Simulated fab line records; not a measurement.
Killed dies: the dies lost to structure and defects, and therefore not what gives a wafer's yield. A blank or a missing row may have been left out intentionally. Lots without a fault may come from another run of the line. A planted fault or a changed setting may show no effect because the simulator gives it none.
2 desks looking at one fault + flow n5Finfet + what lay behind the numbers comes last; until then each desk has only its own

== DESK OF THE TOOL OWNER: aldMetal-04 ==
The tool's own readings at N5_HKMG_FIN_PWFM_ALD_03 (deposits TiN, target thk 2 nm, pulse time 1 s, purge time 3 s): means of the sampled wafers that have a number, for each lot that ran on this tool. If a lot's mean is further than 4 standard deviations from the usual mean, the lot is out of limits and carries the mark OUT (the distance appears in the brackets).
Columns: A = heaterPowerOuterW at N5_HKMG_FIN_PWFM_ALD_03, usual 510 W; B = heaterPowerW at N5_HKMG_FIN_PWFM_ALD_03, usual 851 W; C = precursorPulseHeightRel at N5_HKMG_FIN_PWFM_ALD_03, usual 0.996
| lot  | first seen here | A   | B   | C     |
|------|-----------------|-----|-----|-------|
| L127 | day 5 03:08     | 509 | 842 | 1.000 |
| L129 | day 5 15:16     | 479 | 803 | 1.003 |
| L132 | day 6 05:26     | 482 | 828 | 1.006 |
| L134 | day 6 22:29     | 456 | 759 | 0.971 |
| L144 | day 9 10:20     | 490 | 843 | 0.984 |
This desk's verdict: no lot among the 5 shows anything out of limits.

== METROLOGY DESK ==
What the gauges read for every lot (on any tool): the sampled wafers with a number, averaged. If a lot's mean is further than 4 standard deviations from the usual mean, the lot is out of limits and carries the mark OUT (the distance appears in the brackets). Shown are 7 of the 15 readings it has, namely the first that went out of limits plus those furthest out on some lot.
Columns: A = IOFF_N at N5_BEOL_M4_RC_MEAS_101, usual 0.16 nA/um; B = IOFF_P at N5_BEOL_M4_RC_MEAS_101, usual 0.21 nA/um; C = IOFF_P_LIN at N5_BEOL_M4_RC_MEAS_101, usual 0.101 nA/um; D = IOFF_P_LONG at N5_BEOL_M4_RC_MEAS_101, usual 0.000107 nA/um; E = VT_P at N5_BEOL_M4_RC_MEAS_101, usual -250 mV; F = VT_P_LONG at N5_BEOL_M4_RC_MEAS_101, usual -275 mV; G = VT_P_LVT at N5_BEOL_M4_RC_MEAS_101, usual -99 mV
| lot  | first seen here | A    | B    | C     | D                   | E    | F    | G    |
|------|-----------------|------|------|-------|---------------------|------|------|------|
| L126 | day 4 19:06     | 0.20 | 0.27 | 0.118 | 0.000104            | -246 | -275 | -94  |
| L127 | day 5 04:00     | 0.14 | 0.19 | 0.094 | 0.000110            | -251 | -273 | -101 |
| L129 | day 5 16:00     | 0.14 | 0.16 | 0.081 | 0.000099            | -254 | -278 | -103 |
| L132 | day 6 06:19     | 0.09 | 0.20 | 0.105 | 0.000133            | -246 | -268 | -95  |
| L134 | day 6 23:21     | 0.14 | 0.32 | 0.151 | 0.000144 (+4.2) OUT | -240 | -264 | -90  |
| L142 | day 8 20:23     | 0.16 | 0.22 | 0.103 | 0.000113            | -250 | -275 | -100 |
| L144 | day 9 11:05     | 0.28 | 0.35 | 0.144 | 0.000116            | -241 | -274 | -93  |
| L145 | day 9 14:44     | 0.16 | 0.19 | 0.096 | 0.000094            | -250 | -279 | -101 |
| L146 | day 9 22:14     | 0.21 | 0.26 | 0.115 | 0.000099            | -248 | -277 | -95  |
This desk's finding: out of limits on L134; first on L134, day 14 05:34 (IOFF_P_LONG at N5_BEOL_M4_RC_MEAS_101). In limits: L126, L127, L129, L132, L142, L144, L145, L146.

== PUT TOGETHER ==
An alarm was possible from the metrology desk at day 14 05:34, on L134.
The desk of the tool owner found nothing out of limits.
Tool owner's desk: L134 on record, inside its limits.
Every lot named ran N5_HKMG_FIN_PWFM_ALD_03 on aldMetal-04.

== WHAT THE SIMULATOR HAD INSERTED ==
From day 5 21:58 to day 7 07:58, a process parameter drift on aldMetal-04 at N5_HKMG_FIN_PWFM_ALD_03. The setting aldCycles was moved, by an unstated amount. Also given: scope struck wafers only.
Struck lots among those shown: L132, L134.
Delay in hours, fault start to first out-of-limits reading, per desk: metrology desk 200.
